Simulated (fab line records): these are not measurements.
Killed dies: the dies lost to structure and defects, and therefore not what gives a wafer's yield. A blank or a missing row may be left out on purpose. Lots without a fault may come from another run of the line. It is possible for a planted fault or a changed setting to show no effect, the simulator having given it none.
Which tool did it? || flow n5-finfet || 27 wafers from 9 lots sampled at 7 of the route's 1938 steps

WHAT THE GAUGES READ, wafer by wafer
N5_GATE_CUT_THK_MEAS_24. Usual: GC_FILL_THK typically reads 220.3 nm, with standard deviation 1.8.
{"lot": "L965", "measured": "day 4 21:19", "on": "film-metro-02", "GC_FILL_THK (nm)": "216.9 221.4 219.9", "flag": ""}
{"lot": "L969", "measured": "day 5 21:02", "on": "film-metro-01", "GC_FILL_THK (nm)": "220.3 219.6 223.0", "flag": ""}
{"lot": "L971", "measured": "day 6 07:36", "on": "film-metro-01", "GC_FILL_THK (nm)": "220.5 222.4 220.9", "flag": ""}
{"lot": "L973", "measured": "day 6 20:05", "on": "film-metro-02", "GC_FILL_THK (nm)": "217.7 218.7 222.0", "flag": ""}
{"lot": "L976", "measured": "day 7 14:30", "on": "film-metro-01", "GC_FILL_THK (nm)": "220.8 223.5 222.3", "flag": ""}
{"lot": "L984", "measured": "day 9 13:01", "on": "film-metro-01", "GC_FILL_THK (nm)": "218.9 217.1 219.1", "flag": ""}
{"lot": "L985", "measured": "day 10 03:22", "on": "film-metro-01", "GC_FILL_THK (nm)": "215.5 220.7 218.3", "flag": ""}
{"lot": "L987", "measured": "day 10 06:51", "on": "film-metro-02", "GC_FILL_THK (nm)": "218.6 220.7 218.9", "flag": ""}
{"lot": "L986", "measured": "day 10 10:51", "on": "film-metro-02", "GC_FILL_THK (nm)": "219.0 219.7 220.6", "flag": ""}

N5_MOL_CONTACT_COAG_CD_MEAS_08: target cd 28 nm. Usual: cd-nm reads 28.01 nm (standard deviation 0.25).
{"lot": "L965", "measured": "day 4 22:21", "on": "cd-sem-03", "cd-nm (nm)": "27.79 27.91 28.25", "flag": ""}
{"lot": "L969", "measured": "day 5 22:04", "on": "cd-sem-02", "cd-nm (nm)": "27.77 27.73 28.03", "flag": ""}
{"lot": "L971", "measured": "day 6 08:48", "on": "cd-sem-01", "cd-nm (nm)": "26.89 25.75 22.30", "flag": "OFF"}
{"lot": "L973", "measured": "day 6 21:14", "on": "cd-sem-02", "cd-nm (nm)": "25.94 26.96 25.63", "flag": "OFF"}
{"lot": "L976", "measured": "day 7 15:35", "on": "cd-sem-01", "cd-nm (nm)": "27.63 28.19 27.61", "flag": ""}
{"lot": "L984", "measured": "day 9 14:11", "on": "cd-sem-01", "cd-nm (nm)": "27.77 27.87 27.81", "flag": ""}
{"lot": "L985", "measured": "day 10 04:32", "on": "cd-sem-02", "cd-nm (nm)": "28.20 27.83 28.40", "flag": ""}
{"lot": "L987", "measured": "day 10 08:01", "on": "cd-sem-01", "cd-nm (nm)": "27.94 28.18 27.75", "flag": ""}
{"lot": "L986", "measured": "day 10 11:53", "on": "cd-sem-02", "cd-nm (nm)": "27.97 27.89 27.83", "flag": ""}

N5_MOL_CONTACT_COAG_CD_MEAS_99: target cd 17.2 nm. Usual: cd-nm reads 17.18 nm (standard deviation 0.27).
{"lot": "L965", "measured": "day 4 22:53", "on": "cd-sem-03", "cd-nm (nm)": "16.93 17.01 17.30", "flag": ""}
{"lot": "L969", "measured": "day 5 22:35", "on": "cd-sem-02", "cd-nm (nm)": "17.33 17.35 17.28", "flag": ""}
{"lot": "L971", "measured": "day 6 09:22", "on": "cd-sem-02", "cd-nm (nm)": "15.92 14.54 11.07", "flag": "OFF"}
{"lot": "L973", "measured": "day 6 21:46", "on": "cd-sem-03", "cd-nm (nm)": "14.73 16.57 15.10", "flag": "OFF"}
{"lot": "L976", "measured": "day 7 16:06", "on": "cd-sem-02", "cd-nm (nm)": "17.02 17.49 17.04", "flag": ""}
{"lot": "L984", "measured": "day 9 14:52", "on": "cd-sem-02", "cd-nm (nm)": "17.43 17.16 16.84", "flag": ""}
{"lot": "L985", "measured": "day 10 05:03", "on": "cd-sem-02", "cd-nm (nm)": "17.04 17.23 17.01", "flag": ""}
{"lot": "L987", "measured": "day 10 08:32", "on": "cd-sem-02", "cd-nm (nm)": "17.55 17.18 17.00", "flag": ""}
{"lot": "L986", "measured": "day 10 12:28", "on": "cd-sem-02", "cd-nm (nm)": "17.53 17.33 17.31", "flag": ""}

N5_BEOL_M4_RC_MEAS_101. Usual: DIBL_N 35.8 mV/V, standard deviation 1.4; DIBL_P 35.8 mV/V, standard deviation 1.6; IOFF_N 0.152 nA/um, standard deviation 0.021; IOFF_P 0.204 nA/um, standard deviation 0.027; ION_N 672 uA/um, standard deviation 8.7; ION_P 461 uA/um, standard deviation 6.2; RC_DENSE_N 18.97 ohm.um, standard deviation 0.3; RC_DENSE_P 23.7 ohm.um, standard deviation 0.38; RC_N 15.45 ohm.um, standard deviation 0.23; RC_P 19.3 ohm.um, standard deviation 0.31; SS_N 71.5 mV/dec, standard deviation 0.54; SS_P 73.1 mV/dec, standard deviation 0.57; VT_N 250.0 mV, standard deviation 2.5; VT_P -250.6 mV, standard deviation 2.7.
{"lot": "L965", "measured": "day 9 00:26", "on": "prober-01", "DIBL_N (mV/V)": "36.7 35.8 35.3", "DIBL_P (mV/V)": "38.0 37.4 36.7", "IOFF_N (nA/um)": "0.175 0.163 0.156", "IOFF_P (nA/um)": "0.212 0.192 0.185", "ION_N (uA/um)": "683 692 680", "ION_P (uA/um)": "463 462 461", "RC_DENSE_N (ohm.um)": "18.50 18.95 19.13", "RC_DENSE_P (ohm.um)": "23.2 23.7 24.0", "RC_N (ohm.um)": "15.09 15.35 15.63", "RC_P (ohm.um)": "19.1 19.5 19.3", "SS_N (mV/dec)": "72.8 72.6 72.0", "SS_P (mV/dec)": "73.2 72.9 72.8", "VT_N (mV)": "251.0 249.6 250.9", "VT_P (mV)": "-252.0 -252.6 -254.4", "flag": ""}
{"lot": "L969", "measured": "day 9 15:29", "on": "prober-01", "DIBL_N (mV/V)": "36.1 35.1 35.7", "DIBL_P (mV/V)": "38.4 36.2 37.7", "IOFF_N (nA/um)": "0.167 0.140 0.160", "IOFF_P (nA/um)": "0.224 0.187 0.219", "ION_N (uA/um)": "683 663 672", "ION_P (uA/um)": "465 452 467", "RC_DENSE_N (ohm.um)": "18.74 19.03 18.87", "RC_DENSE_P (ohm.um)": "23.3 23.5 23.4", "RC_N (ohm.um)": "15.42 15.43 15.47", "RC_P (ohm.um)": "19.1 19.2 19.1", "SS_N (mV/dec)": "71.4 71.5 71.5", "SS_P (mV/dec)": "73.3 72.1 72.7", "VT_N (mV)": "250.7 252.5 250.2", "VT_P (mV)": "-252.5 -252.6 -250.2", "flag": ""}
{"lot": "L971", "measured": "day 10 09:29", "on": "prober-02", "DIBL_N (mV/V)": "36.6 36.0", "DIBL_P (mV/V)": "37.1 37.2", "IOFF_N (nA/um)": "0.160 0.155", "IOFF_P (nA/um)": "0.233 0.227", "ION_N (uA/um)": "676 666", "ION_P (uA/um)": "464 464", "RC_DENSE_N (ohm.um)": "20.83 23.06", "RC_DENSE_P (ohm.um)": "26.1 29.0", "RC_N (ohm.um)": "16.87 18.66", "RC_P (ohm.um)": "21.3 23.3", "SS_N (mV/dec)": "71.1 71.5", "SS_P (mV/dec)": "72.5 73.1", "VT_N (mV)": "248.2 247.8", "VT_P (mV)": "-248.4 -247.3", "flag": "OFF"}
{"lot": "L973", "measured": "day 10 14:46", "on": "prober-02", "DIBL_N (mV/V)": "37.4 35.9 35.4", "DIBL_P (mV/V)": "36.9 35.8 34.2", "IOFF_N (nA/um)": "0.174 0.151 0.139", "IOFF_P (nA/um)": "0.204 0.184 0.163", "ION_N (uA/um)": "672 671 663", "ION_P (uA/um)": "453 454 448", "RC_DENSE_N (ohm.um)": "23.27 20.18 23.48", "RC_DENSE_P (ohm.um)": "29.1 25.6 29.4", "RC_N (ohm.um)": "18.58 16.46 18.78", "RC_P (ohm.um)": "23.6 20.7 23.8", "SS_N (mV/dec)": "71.3 71.7 71.7", "SS_P (mV/dec)": "72.9 72.6 72.9", "VT_N (mV)": "247.5 249.7 251.3", "VT_P (mV)": "-251.8 -251.9 -254.3", "flag": "OFF"}
{"lot": "L976", "measured": "day 11 01:29", "on": "prober-01", "DIBL_N (mV/V)": "36.2 35.8 35.5", "DIBL_P (mV/V)": "36.1 35.8 34.8", "IOFF_N (nA/um)": "0.148 0.143 0.141", "IOFF_P (nA/um)": "0.185 0.178 0.175", "ION_N (uA/um)": "660 672 667", "ION_P (uA/um)": "450 460 459", "RC_DENSE_N (ohm.um)": "19.25 18.83 19.19", "RC_DENSE_P (ohm.um)": "24.0 23.6 23.6", "RC_N (ohm.um)": "15.52 15.39 15.48", "RC_P (ohm.um)": "19.6 19.2 19.5", "SS_N (mV/dec)": "71.7 71.3 71.3", "SS_P (mV/dec)": "73.4 73.4 73.7", "VT_N (mV)": "250.4 250.5 252.3", "VT_P (mV)": "-254.4 -254.1 -250.3", "flag": ""}
{"lot": "L984", "measured": "day 13 11:38", "on": "prober-02", "DIBL_N (mV/V)": "33.6 34.1 33.5", "DIBL_P (mV/V)": "34.9 35.2 34.8", "IOFF_N (nA/um)": "0.132 0.138 0.126", "IOFF_P (nA/um)": "0.169 0.173 0.167", "ION_N (uA/um)": "659 663 671", "ION_P (uA/um)": "453 460 455", "RC_DENSE_N (ohm.um)": "18.53 19.31 18.88", "RC_DENSE_P (ohm.um)": "23.3 24.2 23.9", "RC_N (ohm.um)": "15.32 15.71 15.33", "RC_P (ohm.um)": "19.2 19.8 19.3", "SS_N (mV/dec)": "70.6 70.7 70.5", "SS_P (mV/dec)": "72.8 72.7 73.0", "VT_N (mV)": "252.8 249.9 252.3", "VT_P (mV)": "-251.8 -253.6 -254.0", "flag": ""}
{"lot": "L985", "measured": "day 13 20:19", "on": "prober-01", "DIBL_N (mV/V)": "37.1 37.5 37.0", "DIBL_P (mV/V)": "36.6 37.4 37.1", "IOFF_N (nA/um)": "0.175 0.194 0.192", "IOFF_P (nA/um)": "0.236 0.260 0.255", "ION_N (uA/um)": "681 680 692", "ION_P (uA/um)": "469 468 478", "RC_DENSE_N (ohm.um)": "19.08 18.98 19.13", "RC_DENSE_P (ohm.um)": "24.0 23.7 24.0", "RC_N (ohm.um)": "15.63 15.64 15.47", "RC_P (ohm.um)": "19.5 19.4 19.3", "SS_N (mV/dec)": "71.5 71.4 70.6", "SS_P (mV/dec)": "73.4 74.0 73.7", "VT_N (mV)": "250.5 246.3 244.7", "VT_P (mV)": "-247.9 -245.3 -246.4", "flag": ""}
{"lot": "L987", "measured": "day 13 21:54", "on": "prober-01", "DIBL_N (mV/V)": "35.5 36.2 35.4", "DIBL_P (mV/V)": "34.8 35.3 34.3", "IOFF_N (nA/um)": "0.152 0.175 0.147", "IOFF_P (nA/um)": "0.199 0.220 0.200", "ION_N (uA/um)": "663 669 670", "ION_P (uA/um)": "452 461 460", "RC_DENSE_N (ohm.um)": "19.07 18.95 19.61", "RC_DENSE_P (ohm.um)": "23.5 24.0 24.5", "RC_N (ohm.um)": "15.41 15.56 15.92", "RC_P (ohm.um)": "19.4 19.6 20.0", "SS_N (mV/dec)": "72.0 72.1 71.0", "SS_P (mV/dec)": "72.9 72.5 72.5", "VT_N (mV)": "249.4 246.1 251.8", "VT_P (mV)": "-251.6 -247.8 -249.4", "flag": ""}
{"lot": "L986", "measured": "day 14 04:25", "on": "prober-02", "DIBL_N (mV/V)": "36.5 36.4 36.7", "DIBL_P (mV/V)": "34.4 34.3 34.6", "IOFF_N (nA/um)": "0.165 0.173 0.174", "IOFF_P (nA/um)": "0.203 0.205 0.209", "ION_N (uA/um)": "681 680 670", "ION_P (uA/um)": "463 457 466", "RC_DENSE_N (ohm.um)": "18.90 19.22 19.22", "RC_DENSE_P (ohm.um)": "23.5 24.0 23.8", "RC_N (ohm.um)": "15.47 15.77 15.70", "RC_P (ohm.um)": "19.2 19.6 19.4", "SS_N (mV/dec)": "71.1 71.3 71.8", "SS_P (mV/dec)": "74.1 72.7 73.6", "VT_N (mV)": "247.6 247.0 247.0", "VT_P (mV)": "-251.2 -249.2 -248.4", "flag": ""}

TOOL THAT RAN EACH LOT (tool first, then ch and the chambers of the sampled wafers, then the start)
{"lot": "L965", "N5_GATE_CUT_CUT_ETCH_53": "rie-metal-03 ch 0,1, day 4 18:05", "N5_GATE_CUT_CMP_43": "cmp-02 ch 1,2,3, day 4 21:30", "N5_MOL_CONTACT_COAG_EXPOSE_05": "euv-scanner-01 ch 0, day 4 22:14"}
{"lot": "L969", "N5_GATE_CUT_CUT_ETCH_53": "rie-metal-02 ch 0,1, day 5 18:32", "N5_GATE_CUT_CMP_43": "cmp-02 ch 0,2,3, day 5 21:04", "N5_MOL_CONTACT_COAG_EXPOSE_05": "euv-scanner-01 ch 0, day 5 21:56"}
{"lot": "L971", "N5_GATE_CUT_CUT_ETCH_53": "rie-metal-03 ch 0,1, day 6 05:06", "N5_GATE_CUT_CMP_43": "cmp-03 ch 2,3, day 6 07:52", "N5_MOL_CONTACT_COAG_EXPOSE_05": "euv-scanner-01 ch 0, day 6 08:40"}
{"lot": "L973", "N5_GATE_CUT_CUT_ETCH_53": "rie-metal-03 ch 0, day 6 17:51", "N5_GATE_CUT_CMP_43": "cmp-02 ch 1,2, day 6 20:07", "N5_MOL_CONTACT_COAG_EXPOSE_05": "euv-scanner-01 ch 0, day 6 21:07"}
{"lot": "L976", "N5_GATE_CUT_CUT_ETCH_53": "rie-metal-02 ch 0,1, day 7 12:16", "N5_GATE_CUT_CMP_43": "cmp-02 ch 0,1, day 7 14:31", "N5_MOL_CONTACT_COAG_EXPOSE_05": "euv-scanner-02 ch 0, day 7 15:28"}
{"lot": "L984", "N5_GATE_CUT_CUT_ETCH_53": "rie-metal-03 ch 0,1, day 9 10:45", "N5_GATE_CUT_CMP_43": "cmp-02 ch 0,2,3, day 9 13:11", "N5_MOL_CONTACT_COAG_EXPOSE_05": "euv-scanner-02 ch 0, day 9 14:04"}
{"lot": "L985", "N5_GATE_CUT_CUT_ETCH_53": "rie-metal-03 ch 0,1, day 10 01:01", "N5_GATE_CUT_CMP_43": "cmp-01 ch 0,1,2, day 10 03:36", "N5_MOL_CONTACT_COAG_EXPOSE_05": "euv-scanner-02 ch 0, day 10 04:24"}
{"lot": "L987", "N5_GATE_CUT_CUT_ETCH_53": "rie-metal-02 ch 0,1, day 10 04:38", "N5_GATE_CUT_CMP_43": "cmp-01 ch 0,1, day 10 06:58", "N5_MOL_CONTACT_COAG_EXPOSE_05": "euv-scanner-01 ch 0, day 10 07:54"}
{"lot": "L986", "N5_GATE_CUT_CUT_ETCH_53": "rie-metal-03 ch 0, day 10 08:37", "N5_GATE_CUT_CMP_43": "cmp-02 ch 0,2, day 10 10:53", "N5_MOL_CONTACT_COAG_EXPOSE_05": "euv-scanner-01 ch 0, day 10 11:46"}
- N5_GATE_CUT_CUT_ETCH_53: etches W in SF6/Cl2, target depth 79.2 nm.
- N5_GATE_CUT_CMP_43: polishes SiO2.
- N5_MOL_CONTACT_COAG_EXPOSE_05: exposes mask CA, defocus 0 nm.

AS READ BY THE TOOLS THEMSELVES (means over the sampled wafers that have a number; for cases with no such wafer, the mark the record gives instead)
N5_GATE_CUT_CUT_ETCH_53. Usual: drypump-motor-current-A 5.3 A, standard deviation 0.44; etch-rf-on-time-s 26.3 s, standard deviation 0.36; oes-product-au 0.68 a.u., standard deviation 0.1; throttle-valve-pct 28.90 %, standard deviation 0.26.
{"lot": "L965", "tool": "rie-metal-03", "drypump-motor-current-A (A)": 4.9, "etch-rf-on-time-s (s)": 26.3, "oes-product-au (a.u.)": 0.75, "throttle-valve-pct (%)": 28.78, "flag": ""}
{"lot": "L969", "tool": "rie-metal-02", "drypump-motor-current-A (A)": 5.4, "etch-rf-on-time-s (s)": 26.9, "oes-product-au (a.u.)": 0.56, "throttle-valve-pct (%)": 29.14, "flag": ""}
{"lot": "L971", "tool": "rie-metal-03", "drypump-motor-current-A (A)": 4.9, "etch-rf-on-time-s (s)": 26.5, "oes-product-au (a.u.)": 0.74, "throttle-valve-pct (%)": 28.78, "flag": ""}
{"lot": "L973", "tool": "rie-metal-03", "drypump-motor-current-A (A)": 4.9, "etch-rf-on-time-s (s)": 26.3, "oes-product-au (a.u.)": 0.81, "throttle-valve-pct (%)": 28.59, "flag": ""}
{"lot": "L976", "tool": "rie-metal-02", "drypump-motor-current-A (A)": 5.6, "etch-rf-on-time-s (s)": 26.4, "oes-product-au (a.u.)": 0.77, "throttle-valve-pct (%)": 28.97, "flag": ""}
{"lot": "L984", "tool": "rie-metal-03", "drypump-motor-current-A (A)": 4.9, "etch-rf-on-time-s (s)": 26.2, "oes-product-au (a.u.)": 0.72, "throttle-valve-pct (%)": 28.79, "flag": ""}
{"lot": "L985", "tool": "rie-metal-03", "drypump-motor-current-A (A)": 4.9, "etch-rf-on-time-s (s)": 26.0, "oes-product-au (a.u.)": 0.67, "throttle-valve-pct (%)": 28.98, "flag": ""}
{"lot": "L987", "tool": "rie-metal-02", "drypump-motor-current-A (A)": 5.5, "etch-rf-on-time-s (s)": 26.4, "oes-product-au (a.u.)": 0.73, "throttle-valve-pct (%)": 28.98, "flag": ""}
{"lot": "L986", "tool": "rie-metal-03", "drypump-motor-current-A (A)": 4.9, "etch-rf-on-time-s (s)": 26.4, "oes-product-au (a.u.)": 0.77, "throttle-valve-pct (%)": 28.60, "flag": ""}

N5_GATE_CUT_CMP_43. Usual: motor-current-A reads 12.5 A (standard deviation 1.1).
{"lot": "L965", "tool": "cmp-02", "motor-current-A (A)": 13.2, "flag": ""}
{"lot": "L969", "tool": "cmp-02", "motor-current-A (A)": 12.4, "flag": ""}
{"lot": "L971", "tool": "cmp-03", "motor-current-A (A)": 12.3, "flag": ""}
{"lot": "L973", "tool": "cmp-02", "motor-current-A (A)": 13.3, "flag": ""}
{"lot": "L976", "tool": "cmp-02", "motor-current-A (A)": 14.0, "flag": ""}
{"lot": "L984", "tool": "cmp-02", "motor-current-A (A)": 12.7, "flag": ""}
{"lot": "L985", "tool": "cmp-01", "motor-current-A (A)": 11.2, "flag": ""}
{"lot": "L987", "tool": "cmp-01", "motor-current-A (A)": 12.3, "flag": ""}
{"lot": "L986", "tool": "cmp-02", "motor-current-A (A)": 12.5, "flag": ""}

N5_MOL_CONTACT_COAG_EXPOSE_05. Usual: exposure-dose-mJ-cm2 38.22, standard deviation 0.037; stage-msd-nm 0.865 nm, standard deviation 0.0066.
{"lot": "L965", "tool": "euv-scanner-01", "exposure-dose-mJ-cm2": 38.22, "stage-msd-nm (nm)": 0.872, "flag": ""}
{"lot": "L969", "tool": "euv-scanner-01", "exposure-dose-mJ-cm2": 38.20, "stage-msd-nm (nm)": 0.867, "flag": ""}
{"lot": "L971", "tool": "euv-scanner-01", "exposure-dose-mJ-cm2": 38.99, "stage-msd-nm (nm)": 0.866, "flag": "OFF"}
{"lot": "L973", "tool": "euv-scanner-01", "exposure-dose-mJ-cm2": 39.63, "stage-msd-nm (nm)": 0.865, "flag": "OFF"}
{"lot": "L976", "tool": "euv-scanner-02", "exposure-dose-mJ-cm2": 38.23, "stage-msd-nm (nm)": 0.869, "flag": ""}
{"lot": "L984", "tool": "euv-scanner-02", "exposure-dose-mJ-cm2": 38.24, "stage-msd-nm (nm)": 0.868, "flag": ""}
{"lot": "L985", "tool": "euv-scanner-02", "exposure-dose-mJ-cm2": 38.16, "stage-msd-nm (nm)": 0.871, "flag": ""}
{"lot": "L987", "tool": "euv-scanner-01", "exposure-dose-mJ-cm2": 38.27, "stage-msd-nm (nm)": 0.852, "flag": ""}
{"lot": "L986", "tool": "euv-scanner-01", "exposure-dose-mJ-cm2": 38.27, "stage-msd-nm (nm)": 0.849, "flag": ""}

THE ANSWER, worked out from the rows above alone
Rule: take the mean of a lot's wafers that have a number; if it is more than 3 standard deviations from the usual mean, the lot is off. A lot without any number at a reading at which 4 lots or more have one is off too. All remaining lots with rows at the step are treated as sound. After the gauges, taken in route order, come the tools' own readings; for these a lot's mean is taken, as printed above. At the first step where some lot is off, the reading lying furthest off is the one used; lots without a number count as furthest.
Off: L971, L973 (N5_MOL_CONTACT_COAG_CD_MEAS_08, cd-nm).
A tool fits if, at a process step before that reading, it ran every lot that is off, and no sound lot after the first of them. Not tried: the gauges at N5_MOL_CONTACT_COAG_CD_MEAS_08; whatever is off there is also off at N5_BEOL_M4_RC_MEAS_101, on other tools, and gauge error can't account for it. Not one of the candidates tried fits.

WHAT WAS PUT IN BY THE SIMULATOR
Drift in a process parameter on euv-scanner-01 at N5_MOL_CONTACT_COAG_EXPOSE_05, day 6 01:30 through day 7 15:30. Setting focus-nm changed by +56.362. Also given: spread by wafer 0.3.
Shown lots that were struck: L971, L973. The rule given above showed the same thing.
